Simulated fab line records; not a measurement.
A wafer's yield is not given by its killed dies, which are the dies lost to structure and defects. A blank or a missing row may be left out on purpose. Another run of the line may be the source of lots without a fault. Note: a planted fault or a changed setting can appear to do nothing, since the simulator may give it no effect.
A lot that was struck, set against a sound lot -- flow n5_finfet -- 13 steps out of a route of 1938
Sound: the wafers L857.1, L857.2, L857.6. Wafers L866.2, L866.4, L866.6 were the ones struck. The cause comes at the end.
For every step that has rows: the tool of each side, followed by ch and its chambers, followed by its first start. Under that, the readings that differ: sound wafers -- struck wafers -- difference of the means -- sigmas: that difference in standard deviations of wafers without a fault.
alike: a reading whose means differ by less than 2 such deviations, as well as words and numbers matching on both sides. not compared: withheld readings; readings where some wafer has no value; bounds like >300 that might hide an equal value; numbers whose values overlap and for which the record gives no deviation.
The two part at a step that has a row with sigmas, a row that says differs or no value, or rows on one side only. Non-overlapping numbers with no deviation appear without sigmas and do not part them. Lack of a reading on every wafer of one side parts them only where that side has two or more wafers.

first, 1 step without rows for these wafers: N5_SD_EPI_P_SRD_25 (time 30 s).
N5_SD_EPI_P_INSPECT_26: inspects for defects (darkfield).
  sound: defect_inspect-02 at day 3 17:36; struck: defect_inspect-01 at day 5 22:30
  alike: raw_defect_count
N5_SD_ACTIVATION_RTA_00: time 0 s.
  sound on rtp_anneal-01 ch 0, day 3 17:38; struck on rtp_anneal-01 ch 0, day 5 22:34
  alike: lamp_power_pct, wafer_temp_C_max
N5_SD_ACTIVATION_LSA_01: time 0.0008 s.
  sound on laser_anneal-01 ch 0, day 3 17:51; struck on laser_anneal-02 ch 0, day 5 22:47
  alike: wafer_temp_C_max
N5_SD_ACTIVATION_INSPECT_02: inspects for defects (darkfield).
  sound: defect_inspect-01 at day 3 18:23; struck: defect_inspect-02 at day 5 23:17
  alike: raw_defect_count
N5_ILD0_LINER_00: material SiNx, target thk 4 nm, pulse time 1 s, purge time 2 s.
  sound on ald_sin-04 ch 2,3, day 3 18:25; struck on ald_sin-04 ch 1,3, day 5 23:22
  alike: heater_power_w, precursor_pulse_height_rel
  not compared: since_wet_clean_h
then, 2 steps without rows for these wafers: N5_ILD0_FCVD_FILL_01 (material SiO2 flowable, target thk 200 nm, time 328.3 s); N5_ILD0_CURE_02 (time 1800 s).
N5_ILD0_CMP_03: polishes, stops on SiNx, t overpolish 1.9 s, target thk 197.38 nm.
  sound on cmp-03 ch 0,2,3, day 3 20:52; struck on cmp-04 ch 0,1,3, day 6 01:46
  alike: head_pressure_psi, motor_current_A, overpolish_run_s, time_to_endpoint_s
N5_ILD0_THK_MEAS_04:
  sound: film_metro-01 at day 3 21:05; struck: film_metro-02 at day 6 02:01
  alike: thk_nm
N5_ILD0_CMP_07: polishes SiO2 flowable, stops on poly-Si, t overpolish 1.18 s, target thk 138.88 nm.
  sound on cmp-02 ch 0,1, day 3 21:07; struck on cmp-02 ch 0,1, day 6 02:03
reading,sound,struck,difference,sigmas
head_pressure_psi (psi),4.142 4.161 4.147,2.832 2.868 2.831,-1.306,-99 or more
motor_current_A (A),12.0 12.4 12.5,10.2 9.7 10.1,-2.3,-2
N5_ILD0_THK_MEAS_08:
  sound: film_metro-01 at day 3 21:25; struck: film_metro-01 at day 6 02:21
  alike: thk_nm
-- the record jumps here: 9 days lie between the struck wafers' starts before and after (it left off in module ILD0 and takes up again in module PASSIVATION, whose first step shown is number 1936 of the route) --
N5_PASSIVATION_PROBE_49:
  sound: prober-02 at day 11 12:24; struck: prober-01 at day 14 17:34
  alike: killed_at_M0_to_M3, killed_at_M4_up, killed_at_contacts, killed_at_front_end, killed_at_other, killed_dies, killed_open, killed_short

WHERE THEY PART
Only at N5_ILD0_CMP_07, within this record. Later steps at which nothing parts them and some readings are alike: N5_ILD0_THK_MEAS_08, N5_PASSIVATION_PROBE_49.

WHY: what had been put in by the simulator
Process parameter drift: cmp-02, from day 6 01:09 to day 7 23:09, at N5_ILD0_CMP_07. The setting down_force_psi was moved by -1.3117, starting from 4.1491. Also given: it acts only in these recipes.
